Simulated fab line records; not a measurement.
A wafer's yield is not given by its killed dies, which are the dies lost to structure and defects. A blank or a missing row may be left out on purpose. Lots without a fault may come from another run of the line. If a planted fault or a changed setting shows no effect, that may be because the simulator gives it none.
Chamber matching + flow nandHarc + NHARC_P_M0_DESCUM_14 on rieDiel-11: 4 sister chambers
The step chemistry O2, time 3 s. 8 wafers are shown with their chamber, then 9 later ones without.

== WAFERS WITH THEIR CHAMBER ==
| wafer  | chamber | drypumpMotorCurrentA (A) | oesProductAu (a.u.) |
|--------|---------|--------------------------|---------------------|
| L080.1 | 0       | 6.0                      | 0.989               |
| L082.4 | 0       | 6.0                      | 0.991               |
| L084.1 | 2       | 6.6                      | 1.011               |
| L084.4 | 1       | 5.4                      | 1.001               |
| L084.6 | 2       | 6.7                      | 1.005               |
| L085.1 | 1       | 5.3                      | 0.985               |
| L085.2 | 3       | 5.1                      | 0.997               |
| L085.5 | 3       | 5.1                      | 1.007               |

== WAFERS WITHOUT THEIR CHAMBER ==
| wafer  | drypumpMotorCurrentA (A) | oesProductAu (a.u.) |
|--------|--------------------------|---------------------|
| L086.1 | 5.3                      | 0.995               |
| L086.2 | 6.0                      | 0.993               |
| L086.5 | 5.3                      | 0.998               |
| L092.1 | 6.7                      | 1.017               |
| L092.4 | 5.2                      | 0.998               |
| L092.6 | 5.3                      | 1.011               |
| L096.1 | 5.2                      | 1.015               |
| L096.4 | 5.3                      | 1.021               |
| L096.6 | 5.2                      | 1.002               |

== THE CHAMBER EACH PASSED THROUGH ==
| wafer  | from the rows above     | in truth |
|--------|-------------------------|----------|
| L086.1 | 1                       | 1        |
| L086.2 | 0                       | 0        |
| L086.5 | 1                       | 1        |
| L092.1 | 2                       | 2        |
| L092.4 | can't be placed: 3 or 1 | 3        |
| L092.6 | can't be placed: 1 or 3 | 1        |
| L096.1 | can't be placed: 3 or 1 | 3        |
| L096.4 | can't be placed: 1 or 3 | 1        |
| L096.6 | can't be placed: 3 or 1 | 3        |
Correctly placed: 4 of 9. Can't be placed from these rows: 5 (the true chamber is among the candidates in 5). 0 placed wrongly.
How it was worked out, from the rows above alone: a wafer's distance from a chamber is the root of the sum, over the readings, of the square of ((its reading less the chamber's mean) divided by the reading's scatter). The wafer belongs to the nearest chamber; if the next one is less than 2 further off, it can't be placed. The mean given for a chamber averages the wafers shown for that chamber. How the scatter is found: for the shown wafers, subtract from each reading the mean of its chamber, square and add these, divide the total by (wafers less chambers), then take the root.
